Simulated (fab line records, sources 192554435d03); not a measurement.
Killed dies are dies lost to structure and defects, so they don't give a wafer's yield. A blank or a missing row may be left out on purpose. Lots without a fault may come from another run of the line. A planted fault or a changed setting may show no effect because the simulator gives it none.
Chamber matching | flow n5_finfet | N5_BEOL_M5_CO_CAP_78 on cvd_co-02: 3 sister chambers
The step material Co, precursor CCTBA/H2, target thk 2 nm, time 102.1 s. 3 wafers are shown with their chamber, then 12 later ones without.

WAFERS WITH THEIR CHAMBER
wafer  | chamber | heater_power_w (W)
L089.6 | 1       | 227
L091.4 | 2       | 241
L091.5 | 0       | 214

WAFERS WITHOUT THEIR CHAMBER
wafer  | heater_power_w (W)
L096.1 | 243
L096.3 | 225
L096.5 | 231
L094.1 | 245
L094.5 | 231
L094.6 | 244
L095.3 | 205
L095.5 | 229
L095.6 | 245
L097.2 | 211
L097.4 | 224
L097.6 | 210

WHICH CHAMBER EACH WENT THROUGH
wafer  | from the rows above     | in truth
L096.1 | 2                       | 2
L096.3 | 1                       | 1
L096.5 | can't be placed: 1 or 2 | 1
L094.1 | 2                       | 2
L094.5 | can't be placed: 1 or 2 | 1
L094.6 | 2                       | 2
L095.3 | 0                       | 0
L095.5 | 1                       | 1
L095.6 | 2                       | 2
L097.2 | 0                       | 0
L097.4 | can't be placed: 1 or 0 | 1
L097.6 | 0                       | 0
Placed correctly: 9 of 12. Can't be placed from these rows: 3 (the true chamber is among the candidates in 3). Placed wrongly: 0.
How it was worked out, from the rows above alone: a wafer's distance from a chamber is the root of the sum, over the readings, of the square of ((its reading less the chamber's mean) divided by the reading's scatter). The wafer belongs to the nearest chamber; if the next one is less than 2 further off, it can't be placed. A chamber's mean is the mean of its shown wafers. The scatter: with one shown wafer a chamber, the root of the mean of the squares of how far each hidden wafer lies from its nearest shown one.
